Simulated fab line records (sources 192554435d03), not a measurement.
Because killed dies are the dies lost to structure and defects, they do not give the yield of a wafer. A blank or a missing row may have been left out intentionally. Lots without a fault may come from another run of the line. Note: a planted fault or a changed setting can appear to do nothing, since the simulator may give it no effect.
Matching of chambers	flow n5-finfet	ald-metal-02 running N5_BEOL_M8_ALD_77: 4 sister chambers
The step deposits TaN, target thk 2 nm, pulse time 2 s, purge time 3 s. 8 wafers are shown with their chamber, then 8 later ones without.

== WAFERS WITH THEIR CHAMBER ==
wafer	chamber	heater-power-w (W)	precursor-vessel-temp-c (C)
L682.1	1	427	75.03
L685.1	2	417	74.96
L686.5	3	387	74.98
L686.6	0	381	74.90
L688.4	0	377	75.12
L688.5	2	408	74.75
L688.6	3	389	74.92
L692.3	1	429	74.89

== WAFERS WHOSE CHAMBER IS MISSING ==
wafer	heater-power-w (W)	precursor-vessel-temp-c (C)
L692.4	416	74.87
L692.6	386	74.99
L694.1	374	75.12
L694.3	380	74.86
L694.4	421	75.13
L702.1	410	75.08
L702.2	383	74.78
L702.6	397	75.07

== THE CHAMBER EACH PASSED THROUGH ==
wafer	from the rows above	in truth
L692.4	2	2
L692.6	can't be placed: 3 or 0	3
L694.1	0	0
L694.3	can't be placed: 0 or 3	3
L694.4	can't be placed: 1 or 2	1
L702.1	2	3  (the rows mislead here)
L702.2	can't be placed: 3 or 0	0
L702.6	can't be placed: 3 or 2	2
Placed correctly: 2 of 8. These rows do not allow placing 5 (true chamber among the candidates in 5). Number placed wrongly: 1.
How it was worked out, from the rows above alone: a wafer's distance from a chamber is the root of the sum, over the readings, of the square of ((its reading less the chamber's mean) divided by the reading's scatter). The wafer belongs to the nearest chamber; if the next one is less than 2 further off, it can't be placed. A chamber's mean is the mean of its shown wafers. The scatter is the square root of a quotient: the sum, over the shown wafers, of each reading's squared deviation from its chamber's mean, divided by wafers minus chambers.
